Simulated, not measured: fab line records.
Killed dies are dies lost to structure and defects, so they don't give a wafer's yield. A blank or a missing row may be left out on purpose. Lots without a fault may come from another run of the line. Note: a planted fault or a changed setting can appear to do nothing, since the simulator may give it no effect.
A lot that was struck, set against a sound lot | flow nand-harc | 40 out of 1302 route steps
Sound: wafers L420.3, L420.5, L420.6. Wafers L409.1, L409.4, L409.6 were the ones struck. Last of all comes the cause.
Order at every step that has rows: each side's tool, ch and its chambers, its first start. Under that, the readings that differ: sound wafers | struck wafers | difference of the means | sigmas: that difference in standard deviations of wafers without a fault.
alike: readings whose means differ by less than 2 such deviations, and words and numbers that are the same on both sides. not compared: withheld readings, readings that some wafer has no value for, bounds like >300 that may hide the same value, and numbers for which the record gives no deviation and whose values overlap.
A row with sigmas, a row that says differs or no value, or rows on one side alone: a step with any of these is where the two part. Numbers that have no deviation but don't overlap get no sigmas and don't part them. Lack of a reading on every wafer of one side parts them only where that side has two or more wafers.

first, 6 steps without rows for these wafers: NHARC_A_STAIRCASE_DESCUM_270 (chemistry O2, time 3 s); NHARC_A_STAIRCASE_ETCH_271 (etches the open film in CF4/CHF3); NHARC_A_STAIRCASE_HM_OPEN_457 (chemistry O2/COS); NHARC_A_STAIRCASE_STRIP_458 (strips in O2/COS); NHARC_A_STAIRCASE_ETCH_451 (etches the open film in CF4/O2, target depth 30 nm, overetch 3 nm, time 16.5 s); NHARC_A_STAIRCASE_ETCH_273 (etches the open film in C4F8/O2/Ar, target depth 10200 nm, time 2468.6 s).
NHARC_A_STAIRCASE_STRIP_274: strips in O2.
  sound on rie-diel-08 ch 0,2; struck on rie-diel-08 ch 1,2,3
  alike: chamber-pressure-mTorr, drypump-motor-current-A, oes-product-au, rf-vpp-V, showerhead-plenum-p-Torr, throttle-valve-pct
  not compared: rf-hours-counter-h
then, 4 steps without rows for these wafers: NHARC_A_STAIRCASE_STRIP_275 (strips in SPM, time 900 s); NHARC_A_STAIRCASE_PRECLEAN_276 (cleans in SC1); NHARC_A_STAIRCASE_SRD_277; NHARC_A_STAIRCASE_HM_DEP_459 (deposits aC, target thk 1500 nm).
NHARC_A_STAIRCASE_DEP_280: deposits SiON, target thk 30 nm.
  sound on pecvd-02 ch 0,1,2, day 24 19:35; struck on pecvd-03 ch 1,2, day 19 13:32
  alike: heater-power-w
then, 10 steps without rows for these wafers: NHARC_A_STAIRCASE_DEHYDRATE_281 (time 120 s); NHARC_A_STAIRCASE_HMDS_282 (time 30 s); NHARC_A_STAIRCASE_COAT_283; NHARC_A_STAIRCASE_SOFTBAKE_284 (time 170 s); NHARC_A_STAIRCASE_EBR_285; NHARC_A_STAIRCASE_EXPOSE_286 (exposes mask CHOP 100); NHARC_A_STAIRCASE_PEB_287 (peb time 130 s); NHARC_A_STAIRCASE_DEVELOP_288 (time 140 s); NHARC_A_STAIRCASE_HARDBAKE_290 (time 140 s); NHARC_A_STAIRCASE_DESCUM_291 (chemistry O2, time 3 s).
NHARC_A_STAIRCASE_ETCH_292: etches the open film in CF4/CHF3.
  sound on rie-diel-08 ch 2,3, day 24 20:42; struck on rie-diel-09 ch 0,1, day 19 14:32
  alike: chamber-pressure-mTorr, drypump-motor-current-A, oes-product-au, rf-vpp-V, showerhead-plenum-p-Torr, throttle-valve-pct
  not compared: rf-hours-counter-h
NHARC_A_STAIRCASE_HM_OPEN_460: chemistry O2/COS.
  sound on rie-diel-08 ch 0,2,3; struck on rie-diel-09 ch 1,2
  alike: chamber-pressure-mTorr, drypump-motor-current-A, oes-product-au, rf-vpp-V, showerhead-plenum-p-Torr, throttle-valve-pct
  not compared: rf-hours-counter-h
then, 1 step without rows for these wafers: NHARC_A_STAIRCASE_STRIP_461 (strips in O2/COS).
NHARC_A_STAIRCASE_ETCH_452: etches the open film in CF4/O2, target depth 30 nm, overetch 3 nm, time 16.5 s.
  sound on rie-diel-08 ch 0,2,3; struck on rie-diel-09 ch 0,1,3
  alike: chamber-pressure-mTorr, drypump-motor-current-A, oes_ar_750_au, oes-product-au, rf-vpp-V, showerhead-plenum-p-Torr, throttle-valve-pct
  not compared: rf-hours-counter-h
NHARC_A_STAIRCASE_ETCH_294: etches the open film in C4F8/O2/Ar, target depth 4989 nm, time 1211.6 s.
  sound on rie-diel-08 ch 0,2,3; struck on rie-diel-09 ch 1,3
  alike: chamber-pressure-mTorr, oes-product-au, rf-vpp-V
  not compared: rf-hours-counter-h
then, 12 steps without rows for these wafers: NHARC_A_STAIRCASE_STRIP_295 (strips in O2); NHARC_A_STAIRCASE_STRIP_296 (strips in SPM, time 900 s); NHARC_A_STAIRCASE_PRECLEAN_297 (cleans in SC1); NHARC_A_STAIRCASE_SRD_298; NHARC_A_STAIRCASE_HM_DEP_462 (deposits aC, target thk 800 nm); NHARC_A_STAIRCASE_DEP_301 (deposits SiON, target thk 30 nm); NHARC_A_STAIRCASE_DEHYDRATE_302 (time 120 s); NHARC_A_STAIRCASE_HMDS_303 (time 30 s); NHARC_A_STAIRCASE_COAT_304; NHARC_A_STAIRCASE_SOFTBAKE_305 (time 170 s); NHARC_A_STAIRCASE_EBR_306; NHARC_A_STAIRCASE_EXPOSE_307 (exposes mask CHOP 50).
-- the record jumps here: 7 days lie between the struck wafers' starts before and after (it left off in module A_STAIRCASE and takes up again in module END, whose first step shown is number 1302 of the route) --
NHARC_END_SORT_01:
  only the struck wafers appear in the record here, on prober-01 ch 0 at day 26 23:53; the sound ones have no rows

WHERE THEY PART
NHARC_END_SORT_01 only, going by this record.

WHY: what had been put in by the simulator
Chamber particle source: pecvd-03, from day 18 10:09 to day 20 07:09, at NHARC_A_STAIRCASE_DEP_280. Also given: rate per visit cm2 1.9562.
